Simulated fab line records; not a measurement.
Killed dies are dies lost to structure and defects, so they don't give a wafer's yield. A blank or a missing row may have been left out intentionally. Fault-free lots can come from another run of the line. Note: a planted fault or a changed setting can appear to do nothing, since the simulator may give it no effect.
A struck lot beside a sound one + flow n5 finfet + 16 out of 1938 route steps
Sound: wafers L762.3, L762.5, L762.6. Struck: wafers L761.1, L761.4. (L761.3 of the same lot was not struck and is left out.) The cause comes at the end.
For every step that has rows: the tool of each side, followed by ch and its chambers, followed by its first start. Under that, the readings that differ: sound wafers + struck wafers + difference of the means + sigmas: that difference in standard deviations of wafers without a fault.
alike: words and numbers the same on both sides, and readings whose means are apart by under 2 such deviations; not compared: readings that were withheld, readings missing a value for some wafer, numbers with overlapping values and no deviation given by the record, and bounds like >300 which may hide the same value.
A row with sigmas, a row that says differs or no value, or rows on one side alone: a step with any of these is where the two part. Non-overlapping numbers with no deviation appear without sigmas and do not part them. Lack of a reading on every wafer of one side parts them only where that side has two or more wafers.

N5_FIN_SAQP_HM_OPEN_73: chemistry CHF3/O2, target SiO2, stops on a-Si, target depth 12 nm, time 16.8 s.
  sound on rie diel-06 ch 1,2, day 2 21:26; struck on rie diel-01 ch 1,2, day 2 16:45
| reading      | sound       | struck  | difference | sigmas |
|--------------|-------------|---------|------------|--------|
| rf vpp V (V) | 533 533 531 | 513 517 | -17        | -2     |
  alike: chamber pressure mTorr, drypump motor current A, oes_o_777_au, oes product au, showerhead plenum p Torr, throttle valve pct
  not compared: rf hours counter h
then, 1 step without rows for these wafers: N5_FIN_SAQP_STRIP_74 (strips in CHF3/O2).
N5_FIN_SAQP_MANDREL_ETCH_22: etches a-Si in HBr/Cl2, stops on SiNx, target depth 60 nm, bt time 10 s, time 30 s.
  sound on rie si-02 ch 0,3, day 2 21:31; struck on rie si-01 ch 2,3, day 2 16:50
| reading                     | sound       | struck  | difference | sigmas |
|-----------------------------|-------------|---------|------------|--------|
| drypump motor current A (A) | 5.0 5.0 5.8 | 6.5 6.2 | +1.1       | +2     |
  alike: HBr_flow_sccm, chamber pressure mTorr, oes product au, throttle valve pct
  not compared: rf hours counter h
N5_FIN_SAQP_STRIP_55: strips in N2/H2.
  sound on rie diel-03 ch 2,3, day 2 21:37; struck on rie diel-06 ch 0,1, day 2 16:56
  alike: chamber pressure mTorr, drypump motor current A, oes product au, rf vpp V, showerhead plenum p Torr, throttle valve pct
  not compared: rf hours counter h
then, 4 steps without rows for these wafers: N5_FIN_SAQP_STRIP_23 (strips in SPM, time 750 s); N5_FIN_SAQP_SRD_66 (time 30 s); N5_FIN_SAQP_RECESS_75 (chemistry HF/NH3, target SiO2, target depth 14.4 nm, afs cycles 3, sublimation time 60 s); N5_FIN_SAQP_SPACER1_ALD_24 (deposits SiO2, target thk 20.3 nm, pulse time 1 s, purge time 2 s).
N5_FIN_SAQP_SPACER1_ETCHBACK_25: etches SiO2 in CHF3/O2, target depth 24.4 nm, time 12.2 s.
  sound on rie diel-03 ch 2,3, day 2 23:34; struck on rie diel-03 ch 2,3, day 2 18:22
  alike: chamber pressure mTorr, drypump motor current A, oes_o_777_au, oes product au, rf vpp V, showerhead plenum p Torr, throttle valve pct
  not compared: rf hours counter h
then, 1 step without rows for these wafers: N5_FIN_SAQP_MANDREL1_REMOVE_56 (chemistry HBr/Cl2/O2, target a-Si, stops on SiNx, bt time 10 s).
N5_FIN_SAQP_CD_MEAS_27: target cd 20 nm.
  sound on cd sem-03 ch 0, day 2 23:47; struck on cd sem-02 ch 0, day 2 18:34
  alike: cd nm
then, 1 step without rows for these wafers: N5_FIN_SAQP_ETCH_57 (etches SiNx in CH3F/O2, target depth 32.5 nm, time 46.4 s).
N5_FIN_SAQP_ETCH_65: etches SiO2 in CF4, target depth 4 nm, time 4.4 s.
  sound on rie si-02 ch 0,3, day 3 00:05; struck on rie si-01 ch 2,3, day 2 18:44
| reading                  | sound             | struck      | difference | sigmas |
|--------------------------|-------------------|-------------|------------|--------|
| oes product au (a.u.)    | 0.959 0.962 0.970 | 1.276 1.291 | +0.320     | +15    |
| model.etch.depth nm (nm) | 3.83 3.85 3.887   | 5.686 5.738 | +1.856     |        |
  alike: cf4 flow sccm, chamber pressure mTorr, drypump motor current A, throttle valve pct
  not compared: rf hours counter h
N5_FIN_SAQP_MANDREL_ETCH_58: etches a-Si in HBr/Cl2, stops on SiNx, target depth 45 nm, bt time 10 s, time 27 s.
  sound on rie si-02 ch 0,3, day 3 00:07; struck on rie si-01 ch 2,3, day 2 18:46
  alike: HBr_flow_sccm, chamber pressure mTorr, drypump motor current A, oes product au, throttle valve pct
  not compared: rf hours counter h
-- the record jumps here: 6 days lie between the struck wafers' starts before and after (it left off in module FIN_SAQP and takes up again in module BEOL_M4, whose first step shown is number 1111 of the route) --
N5_BEOL_M4_RC_MEAS_101:
  sound on prober-01 ch 0, day 8 15:01; struck on prober-01 ch 0, day 8 13:20
| reading        | sound          | struck    | difference | sigmas |
|----------------|----------------|-----------|------------|--------|
| IOFF_P (nA/um) | 0.26 0.27 0.23 | 0.16 0.15 | -0.10      | -3     |
  alike: DIBL_N, DIBL_P, IOFF_N, ION_N, ION_P, SS_N, SS_P, VT_N, VT_P
-- a jump in the record: the struck wafers' starts before and after are 4 days apart (it breaks off in module BEOL_M4 and resumes in module PASSIVATION, where the first step shown is number 1936 of the route) --
N5_PASSIVATION_PROBE_49:
  the record has rows for the struck wafers here (prober-02, day 12 21:14) and none for the sound ones

== WHERE THEY PART ==
Earliest at N5_FIN_SAQP_HM_OPEN_73; latest, in this record, at N5_PASSIVATION_PROBE_49.

WHY: what the simulator had put in
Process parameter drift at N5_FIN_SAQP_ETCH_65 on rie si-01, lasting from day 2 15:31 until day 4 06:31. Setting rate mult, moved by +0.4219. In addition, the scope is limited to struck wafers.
